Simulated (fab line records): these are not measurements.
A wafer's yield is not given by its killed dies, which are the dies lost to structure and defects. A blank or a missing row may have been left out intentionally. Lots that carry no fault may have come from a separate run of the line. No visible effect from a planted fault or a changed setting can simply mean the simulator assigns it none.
Chamber matching ; flow n5 finfet ; 4 sister chambers for N5_BEOL_M1_DESCUM_16 on rie diel-04
The step chemistry O2, time 7 s. 24 wafers are shown with their chamber, then 12 later ones without.

== WAFERS, EACH WITH ITS CHAMBER ==
wafer;chamber;throttle valve pct (%);drypump motor current A (A);showerhead plenum p Torr (Torr)
L074.2;0;20.0;5.6;2.13
L074.4;1;20.5;5.4;2.11
L074.5;3;21.1;5.9;2.19
L079.2;1;20.5;5.3;2.11
L079.3;3;21.1;5.9;2.19
L079.4;0;20.0;5.6;2.13
L080.2;0;20.0;5.6;2.13
L080.4;1;20.5;5.3;2.11
L080.6;0;20.1;5.6;2.13
L081.1;0;20.0;5.5;2.13
L081.4;1;20.5;5.3;2.11
L081.6;2;20.2;5.2;2.15
L082.2;0;20.0;5.6;2.13
L082.5;1;20.5;5.4;2.11
L082.6;0;20.1;5.6;2.13
L083.3;2;20.2;5.2;2.15
L083.4;0;20.0;5.6;2.13
L083.5;1;20.5;5.3;2.11
L088.1;0;20.1;5.5;2.12
L088.2;3;21.1;5.9;2.18
L088.3;2;20.2;5.2;2.14
L090.2;3;21.2;5.9;2.18
L090.3;0;20.1;5.5;2.12
L090.6;0;20.1;5.6;2.12

SIGNATURES, as means of the wafers listed above
reading;chamber 0;chamber 1;chamber 2;chamber 3;scatter within a chamber
throttle valve pct;20.045;20.500;20.200;21.125;0.0417
drypump motor current A;5.573;5.333;5.200;5.900;0.0419
showerhead plenum p Torr;2.1273;2.1100;2.1467;2.1850;0.00439
Rule: for a wafer and a chamber, the distance is found by dividing, reading by reading, the gap between the wafer's reading and the chamber's mean by the reading's scatter, squaring, summing and taking the root. The wafer belongs to the nearest chamber; if the next one is less than 2 further off, it can't be placed. How the scatter is found: for the shown wafers, subtract from each reading the mean of its chamber, square and add these, divide the total by (wafers less chambers), then take the root.

== WAFERS MISSING THEIR CHAMBER ==
wafer;throttle valve pct (%);drypump motor current A (A);showerhead plenum p Torr (Torr)
L091.2;20.5;5.4;2.10
L091.3;20.1;5.6;2.12
L091.6;20.5;5.3;2.10
L092.2;21.1;5.9;2.18
L092.3;20.1;5.6;2.12
L092.4;20.2;5.2;2.14
L095.1;20.1;5.6;2.12
L095.3;21.1;5.9;2.18
L095.4;20.5;5.4;2.10
L097.2;20.1;5.6;2.12
L097.4;20.2;5.2;2.14
L097.5;21.2;5.9;2.18

== EACH ONE'S CHAMBER ==
wafer;from the rows above;in truth
L091.2;1;1
L091.3;0;0
L091.6;1;1
L092.2;3;3
L092.3;0;0
L092.4;2;2
L095.1;0;0
L095.3;3;3
L095.4;1;1
L097.2;0;0
L097.4;2;2
L097.5;3;3
Correctly placed: 12 of 12. From these rows, 0 cannot be placed. Placed wrongly: 0.
